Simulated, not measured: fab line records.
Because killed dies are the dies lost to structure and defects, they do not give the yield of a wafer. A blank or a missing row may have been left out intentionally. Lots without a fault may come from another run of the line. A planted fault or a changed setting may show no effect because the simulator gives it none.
Matching of chambers + flow n5Finfet + N5_BEOL_M14_ILD_DEP_00 on pecvd-01: 3 sister chambers
The step deposits SiO2 from TEOS/O2, target thk 1119.3 nm, time 237.4 s. 3 wafers are shown with their chamber, then 8 later ones without.

WAFERS, EACH WITH ITS CHAMBER
| wafer  | chamber | throttleValvePct (%) |
|--------|---------|----------------------|
| L077.4 | 0       | 16.8                 |
| L079.6 | 1       | 19.0                 |
| L086.1 | 2       | 18.1                 |

WAFERS WHOSE CHAMBER IS MISSING
| wafer  | throttleValvePct (%) |
|--------|----------------------|
| L086.2 | 17.2                 |
| L086.4 | 16.9                 |
| L087.1 | 19.3                 |
| L087.5 | 19.3                 |
| L087.6 | 18.4                 |
| L093.2 | 17.0                 |
| L093.3 | 18.4                 |
| L093.5 | 19.2                 |

EACH ONE'S CHAMBER
| wafer  | from the rows above     | in truth |
|--------|-------------------------|----------|
| L086.2 | can't be placed: 0 or 2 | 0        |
| L086.4 | 0                       | 0        |
| L087.1 | 1                       | 1        |
| L087.5 | 1                       | 1        |
| L087.6 | can't be placed: 2 or 1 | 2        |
| L093.2 | 0                       | 0        |
| L093.3 | can't be placed: 2 or 1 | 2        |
| L093.5 | 1                       | 1        |
Placed correctly: 5 of 8. Not placeable from these rows: 3 (in 3, the candidates include the true chamber). Wrongly placed: 0.
How it was worked out, from the rows above alone: a wafer's distance from a chamber is the root of the sum, over the readings, of the square of ((its reading less the chamber's mean) divided by the reading's scatter). If the next closest chamber is less than 2 further off than the closest, the wafer can't be placed; otherwise it belongs to the closest. For every chamber, the mean is computed from those of its wafers that are shown. The scatter: with one shown wafer a chamber, the root of the mean of the squares of how far each hidden wafer lies from its nearest shown one.
